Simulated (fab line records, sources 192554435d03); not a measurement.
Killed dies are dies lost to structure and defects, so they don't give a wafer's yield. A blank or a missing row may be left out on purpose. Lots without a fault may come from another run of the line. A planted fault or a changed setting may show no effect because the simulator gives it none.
One fault seen from 3 desks | flow n5_finfet | each desk has only its own numbers; what lay behind them comes last
Where a reading is given only as a bound, like >300, the bound stands for it, and a mean or a difference that rests on one is marked > or <: the true number lies beyond.

THE TOOL OWNER'S DESK: rie_diel-02
The tool's own readings at N5_BEOL_M0_SAQP_SPACER2_ETCHBACK_27 (etches SiO2 in CHF3/O2, target depth 22.5 nm, time 11.25 s): means of the sampled wafers that have a number, for each lot that ran on this tool. A lot is out of limits, marked OUT, if its mean lies more than 4 standard deviations from the usual mean; the brackets give that distance.
Columns: A = CHF3_flow_sccm at N5_BEOL_M0_SAQP_SPACER2_ETCHBACK_27, usual 49.99 sccm; B = drypump_motor_current_A at N5_BEOL_M0_SAQP_SPACER2_ETCHBACK_27, usual 5.5 A; C = mfc_ar_sccm at N5_BEOL_M0_SAQP_SPACER2_ETCHBACK_27, usual 200.1 sccm; D = oes_product_au at N5_BEOL_M0_SAQP_SPACER2_ETCHBACK_27, usual 0.78 a.u.; E = rf_vpp_V at N5_BEOL_M0_SAQP_SPACER2_ETCHBACK_27, usual 522 V; F = showerhead_plenum_p_Torr at N5_BEOL_M0_SAQP_SPACER2_ETCHBACK_27, usual 2.46 Torr; G = throttle_valve_pct at N5_BEOL_M0_SAQP_SPACER2_ETCHBACK_27, usual 19.00 %
lot  | first seen here | A     | B   | C     | D    | E   | F    | G
L307 | day 5 13:39     | 50.07 | 5.3 | 199.7 | 0.78 | 524 | 2.44 | 18.91
L310 | day 6 09:21     | 50.11 | 5.0 | 200.0 | 0.73 | 524 | 2.35 | 18.83
L324 | day 9 23:01     | 50.10 | 5.3 | 200.4 | 0.76 | 524 | 2.42 | 18.94
L326 | day 10 06:29    | 49.87 | 5.4 | 200.2 | 0.74 | 522 | 2.32 | 19.04
L327 | day 10 16:29    | 49.79 | 5.7 | 200.2 | 0.74 | 522 | 2.25 | 19.06
This desk's finding: nothing out of limits on any of the 5 lots.

THE METROLOGY DESK
What the gauges read, lot by lot, whatever tool the lot ran on: means of the sampled wafers that have a number. A lot is out of limits, marked OUT, if its mean lies more than 4 standard deviations from the usual mean; the brackets give that distance. Of its 10 readings 7 are shown: those that lie furthest out on some lot.
Columns: A = DIBL_N at N5_BEOL_M4_RC_MEAS_101, usual 35.9 mV/V; B = DIBL_P at N5_BEOL_M4_RC_MEAS_101, usual 35.8 mV/V; C = IOFF_N at N5_BEOL_M4_RC_MEAS_101, usual 0.15 nA/um; D = ION_P at N5_BEOL_M4_RC_MEAS_101, usual 462 uA/um; E = SS_N at N5_BEOL_M4_RC_MEAS_101, usual 71.5 mV/dec; F = VT_N at N5_BEOL_M4_RC_MEAS_101, usual 250 mV; G = VT_P at N5_BEOL_M4_RC_MEAS_101, usual -250 mV
lot  | first seen here | A    | B    | C    | D   | E    | F   | G
L307 | day 7 22:57     | 36.7 | 36.3 | 0.14 | 458 | 71.3 | 252 | -251
L310 | day 9 05:14     | 36.2 | 35.4 | 0.14 | 458 | 71.4 | 252 | -251
L316 | day 10 04:37    | 37.2 | 36.3 | 0.15 | 458 | 72.4 | 252 | -250
L318 | day 11 04:35    | 38.0 | 37.0 | 0.19 | 474 | 72.0 | 246 | -245
L324 | day 11 21:08    | 38.2 | 37.5 | 0.18 | 470 | 71.7 | 246 | -249
L326 | day 12 12:03    | 34.6 | 32.1 | 0.13 | 460 | 71.1 | 252 | -253
L327 | day 13 07:49    | 36.2 | 36.5 | 0.17 | 471 | 71.1 | 246 | -247
L330 | day 14 01:53    | 36.1 | 35.0 | 0.15 | 474 | 71.1 | 251 | -248
This desk's finding: nothing out of limits on any of the 8 lots.

THE DEFECT DESK
What the inspections along the route counted, lot by lot: means of the sampled wafers that have a number. A lot is out of limits, marked OUT, if its mean lies more than 4 standard deviations from the usual mean; the brackets give that distance.
Columns: A = raw_defect_count at N5_BEOL_M0_SAQP_INSPECT_42, usual 282; B = raw_defect_count at N5_BEOL_M0_CUTY_INSPECT_59, usual 1.8
lot  | first seen here | A   | B
L307 | day 5 14:22     | 261 | 0.7
L310 | day 6 09:57     | 308 | 1.3
L316 | day 8 00:51     | 256 | 1.7
L318 | day 8 13:46     | 435 | 1.3
L324 | day 9 23:36     | 283 | 1.3
L326 | day 10 07:05    | 364 | >102 (>+84) OUT
L327 | day 10 17:05    | 461 | >103 (>+84) OUT
L330 | day 11 09:29    | 176 | 2.0
This desk's finding: out of limits on L326, L327; first on L326, day 10 08:38 (raw_defect_count at N5_BEOL_M0_CUTY_INSPECT_59). In limits: L307, L310, L316, L318, L324, L330.

PUT TOGETHER
The defect desk could have raised an alarm at day 10 08:38, on L326, L327.
The tool owner's desk saw nothing out of limits.
The metrology desk saw nothing out of limits.
The tool owner's desk has L326, L327 on record, within its limits.
The metrology desk has L326, L327 on record, within its limits.
Of the lots named, all ran N5_BEOL_M0_SAQP_SPACER2_ETCHBACK_27 on rie_diel-02.

WHAT THE SIMULATOR HAD PUT IN
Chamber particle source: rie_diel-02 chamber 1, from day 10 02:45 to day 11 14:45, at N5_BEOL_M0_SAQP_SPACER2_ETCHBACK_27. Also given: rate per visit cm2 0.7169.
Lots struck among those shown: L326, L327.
Hours from the fault's start to each desk's first reading out of limits: the defect desk, 6.
